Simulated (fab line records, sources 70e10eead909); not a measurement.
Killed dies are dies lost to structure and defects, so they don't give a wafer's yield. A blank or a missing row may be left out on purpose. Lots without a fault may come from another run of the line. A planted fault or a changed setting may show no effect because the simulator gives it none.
fab line records | flow nand_harc
record lots=24 wafers=72 last_day=34
route steps=1302 shown A_CHANNEL_FILL_D1@507 A_ONON_D2@559 A_STAIRCASE@701
lots that met no fault: from a run of the same line without faults
start_h: hours from the record's first day to the start of the lot's first wafer shown | wait_h: hours since the lot's step before | " the same as in the row above | L1.1+2: a row that stands for several wafers | - no value, or no start given | * or withheld: withheld | < > ~ a bound
route shown NAME@n: a module of which the file shows steps, and the number in the route of the first | usual: mean/standard deviation of fault-free wafers | same: alike in all rows | chamber/n: place in a boat | sites: the reading at each site | _std_site: their standard deviation | _edge_site: outer sites' mean less inner sites' | radius_mm: how far each site lies from the wafer's centre | mask NAME#n: copy n | behind: the tool/chamber that last shaped the wafer | hold: why the lot was held/for how many hours/how that ended | device: the transistor (n, p or np) that didn't switch | end of line: the same wafers' tests at the end of the route | a step without rows: its recipe alone | killed: dies lost to structure and defects at the first sort, not the wafer's yield | map: a wafer's dies, x killed, . not, _ none there
set.NAME: the setting as run; set.NAME@STEP: as run at that earlier step | model.NAME: the simulator's own value behind a step, which no gauge read
steps of the route over a sample of lots; a table a step, a row a wafer
services: from which hour (start_h, from the record's first day; less than 0 if before it) a tool's chamber was out of use, for how many hours, and why
## steps
# step NHARC_A_CHANNEL_FILL_D1_ALD_25
# recipe target_thk_a=600 pulse_time_s=10 ald_cycles=600 temp_c=300 material=SiOx
# usual heater_power_outer_w=263/38 heater_power_w=467/50 precursor_pulse_height_rel=0.999/0.02
# columns lot.wafer tool chamber start_h wait_h heater_power_outer_w heater_power_w precursor_pulse_height_rel
L075.4 ald_hk-02 0 229.54 0.7 325 539 0.984
L075.3 " 2 230.78 1.9 199 403 1.003
L075.6 " 0 232.02 3.1 316 556 0.973
L074.2 ald_hk-04 1 230.40 1.5 259 472 0.992
L074.6 " 0 234.13 5.3 290 493 0.995
L074.5 " 1 235.37 6.5 260 475 0.978
L076.4 ald_hk-03 0 252.14 2.5 269 454 1.012
L076.3 " 1 253.37 3.7 286 489 1.018
L076.6 " 2 254.59 4.9 254 461 1.014
L077.2 ald_hk-02 2 253.75 0.1 200 402 0.992
L077.3 " 0 254.98 1.3 319 544 1.013
L077.5 " 3 256.83 3.1 257 475 0.993
L078.4 ald_hk-03 0 260.63 0.7 267 454 1.011
L078.1 " 2 261.85 1.9 254 456 0.993
L078.5 " 0 263.07 3.1 267 474 0.962
L079.2 ald_hk-02 2 275.01 0.1 194 392 1.011
L079.5 " 2 277.47 2.5 194 398 0.980
L079.6 " 3 " " 264 473 1.001
L080.3 ald_hk-04 3 276.84 1.9 263 470 1.001
L080.5 " 0 " " 286 475 0.971
L080.6 " 1 " " 244 443 1.005
L081.2 ald_hk-04 1 295.20 0.7 242 442 0.990
L081.3 " 3 296.43 1.9 266 487 0.950
L081.5 " 1 297.65 3.1 239 442 1.022
L082.4 ald_hk-02 1 308.36 1.3 279 489 1.006
L082.1 " 2 " " 195 401 0.986
L082.6 " 3 " " 268 459 0.972
L083.1 ald_hk-02 2 321.06 1.3 198 410 1.016
L083.5 " 1 324.74 5.0 273 494 1.028
L083.6 " 2 325.97 6.2 194 405 1.008
L084.1 ald_hk-03 3 329.68 1.3 207 371 0.991
L084.3 " 0 " " 271 476 0.999
L084.5 " 2 331.52 3.1 258 467 0.999
L086.1 ald_hk-02 3 340.08 0.3 258 479 1.007
L086.3 " 1 341.33 1.6 279 496 0.991
L086.4 " 2 " " 202 411 0.983
L085.4 ald_hk-03 0 340.39 0.7 267 461 1.003
L085.2 " 1 " " 286 512 0.993
L085.6 " 3 342.21 2.5 216 372 0.989
L087.2 ald_hk-02 3 373.17 0.1 284 491 1.015
L087.4 " 2 374.99 1.9 186 374 0.963
L087.6 " 3 " " 276 493 1.009
L088.2 ald_hk-02 3 380.15 0.7 281 480 0.983
L088.1 " 1 381.37 1.9 280 504 0.980
L088.5 " 2 " " 187 384 0.991
L089.4 ald_hk-03 3 381.37 1.9 214 378 1.023
L089.6 " 0 " " 271 461 1.018
L089.5 " 1 " " 283 490 1.035
L090.1 ald_hk-02 1 392.75 0.1 267 499 0.994
L090.4 " 3 393.98 1.3 278 486 1.017
L090.5 " 1 395.20 2.5 276 505 1.016
L091.4 ald_hk-02 0 400.95 0.7 331 554 1.006
L091.1 " 1 " " 273 505 0.962
L091.5 " 0 403.42 3.1 334 567 1.001
L092.2 ald_hk-04 2 400.95 0.7 264 455 1.003
L092.1 " 3 " " 267 485 1.020
L092.6 " 1 402.79 2.5 240 466 0.980
L093.3 ald_hk-04 3 408.17 0.7 264 482 0.995
L093.2 " 1 409.41 1.9 239 451 1.006
L093.6 " 3 410.65 3.2 262 491 1.020
L094.4 ald_hk-03 3 436.79 1.3 208 360 1.015
L094.6 " 1 438.02 2.5 290 516 0.986
L094.5 " 2 " " 264 469 0.981
L095.2 ald_hk-04 3 446.19 1.0 265 478 1.017
L095.3 " 2 448.03 2.9 250 413 0.980
L095.6 " 0 449.26 4.1 293 484 0.973
L096.3 ald_hk-02 3 453.32 0.7 276 482 1.004
L096.4 " 0 " " 334 562 1.000
L096.5 " 3 455.83 3.2 280 490 0.999
L097.3 ald_hk-02 0 459.92 1.3 334 561 1.022
L097.4 " 1 " " 266 500 0.990
L097.6 " 3 461.76 3.1 281 483 1.005
# step NHARC_A_ONON_D2_THK_MEAS_21
# recipe thk_meas_gauge=ellipsometry
# usual thk_nm=1001/11
# columns lot.wafer tool chamber start_h wait_h thk_nm
L075.3 film_metro-01 - 287.58 - 1010
L075.4 " - " " 1008
L075.6 " - " " 1008
L074.2 film_metro-02 - 287.59 - 1002
L074.5 " - " " 1002
L074.6 " - " " 1003
L076.3 film_metro-02 - 312.23 - 1003
L076.4 " - " " 1005
L076.6 " - " " 1004
L077.2 film_metro-01 - 312.27 - 990
L077.3 " - " " 996
L077.5 " - " " 992
L078.1 film_metro-02 - 316.42 - 989
L078.4 " - " " 990
L078.5 " - " " 987
L079.2 film_metro-02 - 333.57 - 1007
L079.5 " - " " 1008
L079.6 " - " " 1008
L080.3 film_metro-01 - 333.59 - 1025
L080.5 " - " " 1025
L080.6 " - " " 1024
L081.2 film_metro-02 - 351.11 - 989
L081.3 " - " " 988
L081.5 " - " " 987
L082.1 film_metro-01 - 367.39 - 987
L082.4 " - " " 988
L082.6 " - " " 987
L083.1 film_metro-01 - 383.04 - 1009
L083.5 " - " " 1005
L083.6 " - " " 1008
L084.1 film_metro-01 - 383.05 - 993
L084.3 " - " " 993
L084.5 " - " " 994
L086.1 film_metro-02 - 404.58 - 1013
L086.3 " - " " 1015
L086.4 " - " " 1012
L085.2 film_metro-02 - 404.59 - 1003
L085.4 " - " " 1005
L085.6 " - " " 1003
L087.2 film_metro-02 - 430.44 - 1005
L087.4 " - " " 1006
L087.6 " - " " 1006
L088.1 film_metro-01 - 435.92 - 987
L088.2 " - " " 985
L088.5 " - " " 988
L089.4 film_metro-02 - 435.92 - 999
L089.5 " - " " 999
L089.6 " - " " 1000
L090.1 film_metro-02 - 453.96 - 971
L090.4 " - " " 974
L090.5 " - " " 975
L091.1 film_metro-01 - 460.68 - 999
L091.4 " - " " 998
L091.5 " - " " 1001
L092.1 film_metro-01 - 460.82 - 1000
L092.2 " - " " 1000
L092.6 " - " " 1000
L093.2 film_metro-01 - 461.05 - 1014
L093.3 " - " " 1013
L093.6 " - " " 1014
L094.4 film_metro-01 - 495.00 - 992
L094.5 " - " " 990
L094.6 " - " " 991
L095.2 film_metro-01 - 507.03 - 1014
L095.3 " - " " 1013
L095.6 " - " " 1013
L096.3 film_metro-02 - 517.73 - 1009
L096.4 " - " " 1010
L096.5 " - " " 1009
L097.3 film_metro-01 - 517.73 - 1004
L097.4 " - " " 1005
L097.6 " - " " 1005
# step NHARC_A_STAIRCASE_TRIM_187
# recipe time_s=211.2 o2_flow_sccm=500 ar_flow_sccm=0 bias_w=0 chemistry=O2
# usual drypump_motor_current_A=5.7/0.51 oes_product_au=1.000/0.011 rf_vpp_V=57.7/0.95 showerhead_plenum_p_Torr=3.57/0.14 throttle_valve_pct=17.038/0.0094
# columns lot.wafer tool chamber start_h wait_h drypump_motor_current_A oes_product_au rf_hours_counter_h rf_vpp_V showerhead_plenum_p_Torr throttle_valve_pct
L074.2 rie_diel-06 1 354.21 0.1 6.0 0.996 12 58.5 3.61 17.038
L074.5 " 2 " " 5.2 0.990 - 58.2 3.77 17.033
L074.6 " 3 " " 6.4 0.999 - 56.8 3.47 17.035
L075.4 rie_diel-06 3 365.13 0.1 6.4 0.984 18 57.8 3.47 17.033
L075.3 " 2 " " 5.2 0.990 18 57.2 3.77 17.039
L075.6 " 0 " " 5.8 0.991 - 58.9 3.55 17.051
L076.3 rie_diel-06 2 383.76 0.1 5.2 0.991 21 60.1 3.77 17.057
L076.4 " 3 " " 6.4 0.994 21 57.5 3.47 17.050
L076.6 " 0 " " 5.8 0.995 - 58.5 3.55 17.036
L078.4 rie_diel-13 3 391.68 0.1 6.4 1.003 15 57.2 3.36 17.049
L078.1 " 2 " " 5.1 0.997 15 58.7 3.65 17.036
L078.5 " 3 " " 6.4 0.996 - 56.9 3.36 17.039
L077.2 rie_diel-06 2 394.27 0.1 5.2 0.979 24 58.8 3.77 17.037
L077.3 " 3 " " 6.4 0.983 25 58.7 3.46 17.039
L077.5 " 0 " " 5.8 0.994 - 57.3 3.55 17.033
L080.3 rie_diel-13 2 403.73 0.1 5.1 1.005 19 60.2 3.65 17.034
L080.6 " 0 " " 5.1 1.001 - 59.2 3.74 17.045
L080.5 " 1 " " 5.4 1.000 - 59.8 3.58 17.056
L079.2 rie_diel-13 0 403.90 0.1 5.1 0.991 18 58.9 3.74 17.048
L079.6 " 3 " " 6.4 1.008 - 57.7 3.36 17.023
L079.5 " 0 " " 5.1 1.000 - 59.1 3.74 17.024
L081.2 rie_diel-13 1 425.02 0.1 5.4 0.997 24 58.0 3.58 17.046
L081.3 " 2 " " 5.1 1.008 26 57.0 3.64 17.035
L081.5 " 2 " " 5.1 1.016 - 58.6 3.64 17.047
L082.4 rie_diel-09 1 436.81 0.1 5.8 1.027 32 60.2 3.79 17.037
L082.1 " 2 " " 6.2 1.010 30 57.9 3.50 17.041
L082.6 " 1 " " 5.8 1.024 - 58.3 3.79 17.046
L083.1 rie_diel-09 0 459.18 0.1 4.9 1.013 43 57.0 3.51 17.033
L083.5 " 2 " " 6.2 0.996 - 56.2 3.49 17.041
L083.6 " 3 " " 6.0 1.006 - 57.3 3.27 17.044
L084.1 rie_diel-09 1 462.47 0.1 5.8 1.016 40 58.5 3.78 17.035
L084.3 " 2 " " 6.2 0.993 39 57.7 3.49 17.041
L084.5 " 1 " " 5.8 1.026 - 59.1 3.79 17.046
L086.4 rie_diel-13 3 477.24 0.1 6.4 0.993 45 57.6 3.34 17.047
L086.1 " 0 " " 5.0 0.979 47 57.9 3.72 17.025
L086.3 " 1 " " 5.4 0.993 45 57.7 3.57 17.040
L085.4 rie_diel-06 0 479.11 0.1 5.8 1.001 45 55.3 3.53 17.035
L085.2 " 1 " " 6.0 0.994 46 57.6 3.59 17.043
L085.6 " 0 " " 5.8 0.999 - 58.3 3.53 17.026
L087.4 rie_diel-06 0 498.90 0.1 5.8 1.006 1 57.1 3.53 17.033
L087.2 " 1 " " 6.0 0.998 1 58.0 3.59 17.057
L087.6 " 0 " " 5.8 1.008 - 58.4 3.53 17.032
L088.2 rie_diel-13 2 508.08 0.1 5.1 1.000 57 57.9 3.63 17.033
L088.1 " 3 " " 6.4 0.998 54 56.6 3.34 17.028
L088.5 " 0 " " 5.1 0.983 - 57.7 3.71 17.020
L089.6 rie_diel-13 2 512.60 0.1 5.1 1.004 - 58.3 3.63 17.036
L089.4 " 3 " " 6.4 0.996 - 56.8 3.34 17.038
L089.5 " 1 " " 5.3 0.991 - 58.0 3.56 17.032
L090.1 rie_diel-09 0 520.95 0.1 4.9 0.996 4 57.0 3.51 17.039
L090.4 " 1 " " 5.8 1.022 4 57.8 3.77 17.031
L090.5 " 0 " " 4.9 0.993 - 57.5 3.51 17.028
L092.2 rie_diel-06 3 536.29 0.1 6.4 1.010 18 57.2 3.44 17.037
L092.1 " 1 " " 6.0 1.007 18 56.7 3.58 17.038
L092.6 " 3 " " 6.4 0.998 - 57.9 3.44 17.039
L093.3 rie_diel-06 0 536.47 0.1 5.8 1.010 17 56.4 3.52 17.052
L093.2 " 1 " " 5.9 1.005 18 57.6 3.58 17.032
L093.6 " 3 " " 6.4 0.996 - 57.6 3.44 17.039
L091.1 rie_diel-09 1 536.63 0.1 5.8 1.039 11 59.1 3.77 17.038
L091.4 " 2 " " 6.2 0.997 14 57.0 3.48 17.042
L091.5 " 2 " " 6.2 1.000 - 58.0 3.48 17.048
L094.4 rie_diel-06 1 566.03 0.1 6.0 0.990 26 58.5 3.57 17.032
L094.5 " 3 " " 6.4 0.993 - 56.7 3.44 17.047
L094.6 " 0 " " 5.8 0.996 - 58.2 3.52 17.036
L095.2 rie_diel-13 0 574.05 0.1 5.0 0.983 13 57.1 3.70 17.054
L095.3 " 2 " " 5.1 0.988 16 57.5 3.61 17.032
L095.6 " 0 " " 5.1 0.982 - 58.6 3.70 17.038
L096.3 rie_diel-06 1 586.19 0.1 6.0 1.006 32 56.9 3.57 17.027
L096.4 " 3 " " 6.4 1.001 31 58.7 3.44 17.012
L096.5 " 1 " " 5.9 1.000 - 58.2 3.57 17.016
L097.4 rie_diel-09 1 586.37 0.1 5.8 1.013 26 57.8 3.76 17.023
L097.3 " 2 " " 6.2 1.007 28 56.4 3.47 17.030
L097.6 " 0 " " 4.9 0.989 - 57.7 3.49 17.052
# step NHARC_A_STAIRCASE_TRIM_193
# recipe time_s=211.2 o2_flow_sccm=500 ar_flow_sccm=0 bias_w=0 chemistry=O2
# usual drypump_motor_current_A=5.8/0.51 oes_product_au=1.000/0.011 rf_vpp_V=57.8/0.9 showerhead_plenum_p_Torr=3.57/0.14 throttle_valve_pct=17.036/0.009
# columns lot.wafer tool chamber start_h wait_h drypump_motor_current_A oes_product_au rf_hours_counter_h rf_vpp_V showerhead_plenum_p_Torr throttle_valve_pct
L074.2 rie_diel-06 0 - - 5.8 0.992 11 56.9 3.55 17.035
L074.5 " 2 " " 5.2 0.987 - 59.6 3.77 17.043
L074.6 " 3 " " 6.4 0.997 - 58.9 3.47 17.039
L075.3 rie_diel-06 0 - - 5.8 0.991 18 58.8 3.55 17.038
L075.4 " 2 " " 5.2 0.984 18 57.8 3.77 17.029
L075.6 " 3 " " 6.4 1.005 - 57.7 3.47 17.040
L076.3 rie_diel-06 0 - - 5.8 0.984 21 57.0 3.55 17.028
L076.4 " 1 " " 6.0 0.995 20 56.7 3.60 17.039
L076.6 " 3 " " 6.4 0.991 - 58.9 3.47 17.044
L078.1 rie_diel-13 3 - - 6.4 0.997 15 58.1 3.36 17.041
L078.4 " 0 " " 5.1 0.997 14 56.9 3.74 17.024
L078.5 " 2 " " 5.1 1.008 - 57.5 3.65 17.019
L077.2 rie_diel-06 2 - - 5.2 0.992 24 58.4 3.77 17.028
L077.3 " 1 " " 6.0 1.005 23 57.6 3.60 17.056
L077.5 " 2 " " 5.2 0.991 - 57.6 3.77 17.031
L080.3 rie_diel-13 1 - - 5.4 0.993 19 56.8 3.58 17.027
L080.6 " 3 " " 6.4 1.002 - 58.0 3.36 17.030
L080.5 " 0 " " 5.0 1.000 - 58.0 3.74 17.036
L079.2 rie_diel-13 3 - - 6.4 1.006 20 56.5 3.36 17.046
L079.5 " 3 " " 6.4 0.998 - 56.9 3.36 17.027
L079.6 " 0 " " 5.1 0.991 - 59.2 3.74 17.032
L081.2 rie_diel-13 1 - - 5.4 0.993 24 57.1 3.58 17.026
L081.3 " 3 " " 6.4 0.999 25 58.0 3.36 17.039
L081.5 " 1 " " 5.4 0.991 - 58.1 3.58 17.048
L082.4 rie_diel-09 0 - - 4.9 1.008 36 57.8 3.51 17.034
L082.1 " 2 " " 6.2 0.997 30 59.3 3.50 17.031
L082.6 " 3 " " 6.0 1.006 - 58.1 3.27 17.034
L083.1 rie_diel-09 0 - - 4.9 1.010 43 59.9 3.51 17.040
L083.5 " 1 " " 5.8 1.007 - 57.2 3.79 17.021
L083.6 " 2 " " 6.2 0.997 - 57.4 3.49 17.032
L084.1 rie_diel-09 3 - - 6.0 1.004 47 56.3 3.27 17.043
L084.3 " 1 " " 5.8 1.006 40 58.0 3.78 17.014
L084.5 " 1 " " 5.8 1.030 - 57.9 3.78 17.031
L086.1 rie_diel-06 2 - - 5.2 0.982 46 57.4 3.75 17.025
L086.4 " 0 " " 5.8 1.008 45 56.6 3.53 17.039
L086.3 " 1 " " 6.0 0.998 46 58.7 3.59 17.052
L085.4 rie_diel-06 2 - - 5.2 0.992 47 58.3 3.75 17.024
L085.2 " 0 " " 5.8 1.001 46 57.3 3.53 17.040
L085.6 " 3 " " 6.4 1.006 - 57.6 3.45 17.039
L087.2 rie_diel-06 3 - - 6.5 1.003 2 59.3 3.45 17.028
L087.4 " 0 " " 5.8 0.998 1 57.7 3.53 17.034
L087.6 " 0 " " 5.8 1.010 - 57.8 3.53 17.032
L088.1 rie_diel-13 3 - - 6.4 1.004 54 58.2 3.34 17.032
L088.2 " 1 " " 5.3 0.995 55 59.7 3.56 17.035
L088.5 " 3 " " 6.4 0.998 - 58.2 3.34 17.035
L089.4 rie_diel-13 1 - - 5.3 0.986 56 57.8 3.56 17.037
L089.6 " 0 " " 5.1 0.974 - 58.7 3.71 17.041
L089.5 " 1 " " 5.4 0.991 - 57.6 3.56 17.052
L090.1 rie_diel-09 2 - - 6.2 0.992 5 57.2 3.48 17.032
L090.4 " 0 " " 5.0 0.984 5 58.5 3.51 17.036
L090.5 " 2 " " 6.2 0.999 - 58.6 3.48 17.057
L092.1 rie_diel-06 0 - - 5.8 1.007 18 58.3 3.52 17.051
L092.2 " 1 " " 5.9 1.004 19 58.1 3.58 17.039
L092.6 " 3 " " 6.4 1.008 - 57.8 3.44 17.026
L091.4 rie_diel-09 1 - - 5.8 1.019 12 59.0 3.77 17.029
L091.1 " 0 " " 4.9 0.985 10 57.5 3.50 17.039
L091.5 " 1 " " 5.8 1.023 - 59.1 3.77 17.039
L093.2 rie_diel-06 0 - - 5.8 1.014 18 56.7 3.52 17.046
L093.3 " 3 " " 6.4 0.998 19 57.4 3.44 17.048
L093.6 " 3 " " 6.4 1.008 - 57.6 3.44 17.043
L094.4 rie_diel-06 2 - - 5.2 1.008 22 55.8 3.74 17.041
L094.6 " 0 " " 5.8 1.007 - 56.5 3.52 17.026
L094.5 " 1 " " 6.0 1.006 - 58.8 3.57 17.020
L095.2 rie_diel-13 3 - - 6.4 0.987 15 56.7 3.33 17.047
L095.3 " 1 " " 5.4 0.994 11 57.8 3.55 17.032
L095.6 " 0 " " 5.1 0.980 - 57.9 3.70 17.032
L096.4 rie_diel-06 3 - - 6.4 0.998 32 57.5 3.43 17.042
L096.3 " 2 " " 5.2 0.997 29 58.5 3.74 17.034
L096.5 " 3 " " 6.4 0.997 - 57.8 3.43 17.031
L097.3 rie_diel-09 1 - - 5.8 1.019 26 58.6 3.76 17.032
L097.4 " 3 " " 6.0 1.016 29 58.4 3.79 17.032
L097.6 " 2 " " 6.2 0.996 - 57.8 3.47 17.044
# step NHARC_A_STAIRCASE_ETCH_197
# recipe target_depth_a=1000 time_s=40.5 ion_energy_ev=400 c4f8_flow_sccm=20 o2_flow_sccm=10 ar_flow_sccm=withheld rf_w=600 bias_w=1000 chemistry=C4F8/O2
# usual oes_product_au=0.953/0.019 rf_vpp_V=897/5.5
# columns lot.wafer tool chamber start_h wait_h oes_product_au rf_hours_counter_h rf_vpp_V
L074.2 rie_diel-13 0 - - 0.955 1 905
L074.5 " 0 " " 0.956 - 904
L074.6 " 1 " " 0.960 - 898
L075.4 rie_diel-09 3 - - 0.990 11 888
L075.3 " 0 " " 0.993 12 898
L075.6 " 1 " " 0.981 - 907
L076.4 rie_diel-06 1 - - 0.952 20 900
L076.3 " 2 " " 0.930 21 904
L076.6 " 1 " " 0.964 - 899
L078.4 rie_diel-06 3 - - 0.925 25 892
L078.1 " 0 " " 0.917 24 896
L078.5 " 3 " " 0.924 - 893
L077.2 rie_diel-09 1 - - 0.997 21 904
L077.3 " 2 " " 0.974 20 895
L077.5 " 1 " " 0.997 - 906
L080.3 rie_diel-09 1 - - 0.949 25 906
L080.6 " 1 " " 0.947 - 905
L080.5 " 3 " " 0.945 - 886
L079.2 rie_diel-13 3 - - 0.955 20 890
L079.6 " 1 " " 0.945 - 898
L079.5 " 2 " " 0.954 - 899
L081.3 rie_diel-13 0 - - 0.938 24 903
L081.2 " 1 " " 0.943 25 898
L081.5 " 3 " " 0.923 - 889
L082.4 rie_diel-09 1 - - 0.959 32 905
L082.1 " 3 " " 0.952 37 887
L082.6 " 1 " " 0.957 - 906
L083.1 rie_diel-09 2 - - 0.942 38 895
L083.6 " 1 " " 0.955 - 904
L083.5 " 3 " " 0.941 - 887
L084.3 rie_diel-09 1 - - 0.955 40 905
L084.1 " 2 " " 0.950 40 894
L084.5 " 2 " " 0.938 - 894
L086.3 rie_diel-09 3 - - 0.937 56 887
L086.1 " 0 " " 0.926 43 893
L086.4 " 2 " " 0.921 49 895
L085.4 rie_diel-06 3 - - 0.955 46 894
L085.2 " 1 " " 0.938 47 899
L085.6 " 3 " " 0.964 - 894
L087.2 rie_diel-06 2 - - 0.937 2 904
L087.4 " 3 " " 0.943 2 894
L087.6 " 1 " " 0.957 - 899
L088.2 rie_diel-13 3 - - 0.940 55 889
L088.1 " 1 " " 0.935 55 897
L088.5 " 2 " " 0.948 - 900
L089.4 rie_diel-06 3 - - 0.980 7 894
L089.5 " 0 " " 0.972 - 897
L089.6 " 1 " " 0.959 - 898
L090.1 rie_diel-06 2 - - 0.917 12 905
L090.4 " 0 " " 0.932 10 896
L090.5 " 2 " " 0.923 - 903
L092.1 rie_diel-09 0 - - 0.950 11 893
L092.2 " 1 " " 0.996 12 904
L092.6 " 3 " " 0.968 - 906
L091.1 rie_diel-06 0 - - 0.949 18 896
L091.4 " 3 " " 0.940 - 892
L091.5 " 0 " " 0.936 - 898
L093.3 rie_diel-09 1 - - 0.958 12 905
L093.2 " 0 " " 0.931 11 896
L093.6 " 2 " " 0.957 - 893
L094.4 rie_diel-09 1 - - 0.976 21 905
L094.5 " 2 " " 0.955 - 893
L094.6 " 3 " " 0.978 - 904
L095.3 rie_diel-06 2 - - 0.975 23 903
L095.2 " 3 " " 0.967 28 893
L095.6 " 2 " " 0.970 - 905
L096.4 rie_diel-13 2 - - 0.960 20 900
L096.3 " 3 " " 0.951 21 890
L096.5 " 0 " " 0.966 - 902
L097.3 rie_diel-06 0 - - 1.013 32 896
L097.4 " 3 " " 0.980 32 892
L097.6 " 0 " " 0.986 - 894
# step NHARC_A_STAIRCASE_TRIM_233
# recipe time_s=211.2 o2_flow_sccm=500 ar_flow_sccm=0 bias_w=0 chemistry=O2
# usual drypump_motor_current_A=5.7/0.5 oes_product_au=1.002/0.012 rf_vpp_V=57.9/1 showerhead_plenum_p_Torr=3.55/0.15 throttle_valve_pct=17.037/0.011
# columns lot.wafer tool chamber start_h wait_h drypump_motor_current_A oes_product_au rf_hours_counter_h rf_vpp_V showerhead_plenum_p_Torr throttle_valve_pct
L074.2 rie_diel-09 0 - - 4.9 1.003 9 58.3 3.53 17.041
L074.5 " 1 " " 5.8 1.011 - 58.9 3.80 17.028
L074.6 " 2 " " 6.2 1.008 - 56.2 3.51 17.040
L075.3 rie_diel-09 3 - - 6.0 1.016 12 56.1 3.29 17.023
L075.4 " 0 " " 4.9 1.015 13 58.2 3.53 17.032
L075.6 " 3 " " 6.0 1.015 - 57.1 3.29 17.041
L076.3 rie_diel-06 0 - - 5.8 1.000 23 57.3 3.55 17.017
L076.4 " 1 " " 6.0 0.991 22 59.1 3.60 17.035
L076.6 " 3 " " 6.5 0.998 - 56.8 3.47 17.035
L078.4 rie_diel-09 3 - - 6.0 0.993 21 56.7 3.28 17.035
L078.1 " 1 " " 5.8 1.024 21 60.1 3.80 17.042
L078.5 " 0 " " 4.9 1.003 - 56.5 3.52 17.035
L077.2 rie_diel-06 0 - - 5.8 1.010 26 58.3 3.54 17.015
L077.3 " 2 " " 5.2 1.000 26 58.7 3.77 17.043
L077.5 " 3 " " 6.5 1.003 - 55.9 3.46 17.044
L080.3 rie_diel-13 1 - - 5.3 0.992 21 57.4 3.58 17.047
L080.6 " 2 " " 5.1 1.010 - 58.0 3.65 17.043
L080.5 " 3 " " 6.4 1.000 - 58.8 3.36 17.038
L079.2 rie_diel-09 0 - - 5.0 1.005 28 57.0 3.52 17.040
L079.5 " 0 " " 4.9 1.013 - 57.9 3.52 17.032
L079.6 " 1 " " 5.8 1.019 - 57.9 3.79 17.046
L081.3 rie_diel-09 0 - - 4.9 1.013 36 57.4 3.51 17.024
L081.2 " 1 " " 5.8 1.022 31 59.4 3.79 17.038
L081.5 " 1 " " 5.8 1.020 - 58.8 3.79 17.033
L082.1 rie_diel-09 3 - - 6.0 1.008 38 57.3 3.27 17.024
L082.4 " 2 " " 6.2 0.996 31 57.3 3.50 17.036
L082.6 " 0 " " 4.9 0.992 - 57.4 3.51 17.021
L083.1 rie_diel-06 0 - - 5.8 0.998 42 57.4 3.54 17.025
L083.5 " 3 " " 6.5 0.997 - 58.1 3.46 17.036
L083.6 " 0 " " 5.8 0.998 - 56.8 3.54 17.021
L084.3 rie_diel-09 3 - - 6.0 1.019 49 56.1 3.27 17.047
L084.1 " 1 " " 5.8 1.031 42 58.6 3.78 17.031
L084.5 " 3 " " 6.0 1.021 - 58.0 3.27 17.041
L086.4 rie_diel-13 0 - - 5.0 0.987 49 59.1 3.72 17.018
L086.3 " 2 " " 5.1 1.008 49 57.8 3.63 17.045
L086.1 " 3 " " 6.4 0.999 47 56.7 3.34 17.054
L085.2 rie_diel-06 2 - - 5.2 0.997 48 59.7 3.75 17.041
L085.4 " 3 " " 6.4 1.003 47 56.9 3.45 17.027
L085.6 " 0 " " 5.8 1.002 - 57.7 3.53 17.041
L087.2 rie_diel-06 0 - - 5.8 1.001 5 57.9 3.53 17.051
L087.4 " 2 " " 5.2 1.002 8 59.4 3.75 17.037
L087.6 " 1 " " 6.0 1.006 - 57.7 3.58 17.025
L088.2 rie_diel-09 2 - - 6.2 1.003 2 59.1 3.48 17.045
L088.1 " 3 " " 6.0 1.025 2 57.7 3.81 17.036
L088.5 " 3 " " 6.0 1.021 - 58.2 3.81 17.050
L089.4 rie_diel-06 1 - - 6.0 1.003 11 57.8 3.58 17.040
L089.5 " 3 " " 6.4 0.999 - 57.9 3.45 17.029
L089.6 " 0 " " 5.8 1.001 - 57.3 3.53 17.053
L090.4 rie_diel-09 1 - - 5.8 1.011 6 59.3 3.77 17.048
L090.1 " 2 " " 6.2 0.999 6 58.4 3.48 17.043
L090.5 " 1 " " 5.8 1.019 - 57.8 3.77 17.040
L093.2 rie_diel-13 2 - - 5.1 0.987 7 58.1 3.62 17.043
L093.3 " 3 " " 6.4 0.994 7 57.3 3.33 17.040
L093.6 " 1 " " 5.4 0.990 - 58.4 3.56 17.038
L092.2 rie_diel-06 0 - - 5.8 1.011 21 57.2 3.52 17.023
L092.1 " 3 " " 6.4 1.002 22 58.9 3.44 17.047
L092.6 " 0 " " 5.8 1.008 - 58.1 3.52 17.047
L091.4 rie_diel-13 3 - - 6.4 0.988 7 57.4 3.33 17.043
L091.1 " 1 " " 5.4 0.980 4 56.4 3.56 17.052
L091.5 " 3 " " 6.4 0.989 - 58.1 3.33 17.024
L094.4 rie_diel-13 2 - - 5.1 0.982 15 58.1 3.61 17.028
L094.6 " 2 " " 5.1 0.983 - 58.8 3.61 17.040
L094.5 " 3 " " 6.4 0.985 - 56.5 3.33 17.049
L095.3 rie_diel-06 3 - - 6.5 0.999 29 57.9 3.44 17.038
L095.2 " 0 " " 5.8 1.004 28 58.0 3.52 17.035
L095.6 " 2 " " 5.2 0.998 - 60.2 3.74 17.053
L096.3 rie_diel-09 0 - - 4.9 0.993 28 58.5 3.49 17.020
L096.4 " 3 " " 6.0 1.014 30 58.9 3.79 17.031
L096.5 " 0 " " 4.9 0.990 - 57.2 3.49 17.056
L097.3 rie_diel-13 2 - - 5.1 0.990 22 57.4 3.61 17.048
L097.4 " 3 " " 6.4 0.998 24 56.8 3.32 17.022
L097.6 " 3 " " 6.4 1.001 - 57.5 3.32 17.068
## services
# columns tool chamber start_h hours kind
rie_diel-09 2 208.66 46.3 repair
ald_hk-03 - 213.64 10.0 pm
rie_diel-13 3 245.21 2.5 repair
rie_diel-09 2 260.02 6.7 repair
rie_diel-06 1 273.39 2.7 repair
rie_diel-13 1 295.71 3.0 repair
rie_diel-06 1 296.24 1.5 repair
rie_diel-06 - 307.85 9.0 pm
rie_diel-09 - 320.23 9.0 pm
rie_diel-13 2 330.57 2.8 repair
rie_diel-13 - 343.51 9.0 pm
ald_hk-02 - 350.80 10.0 pm
rie_diel-09 2 403.14 7.8 repair
rie_diel-06 3 422.45 7.5 repair
rie_diel-06 - 425.03 0.3 repair
rie_diel-09 2 427.96 6.4 repair
rie_diel-13 3 438.47 4.7 repair
rie_diel-06 2 442.72 2.9 repair
rie_diel-09 0 459.93 16.0 repair
rie_diel-13 - 478.05 0.4 repair
rie_diel-06 - 484.85 9.0 pm
rie_diel-09 - 497.23 9.0 pm
ald_hk-02 - 528.80 10.0 pm
rie_diel-13 1 534.71 5.6 repair
## key
fault none
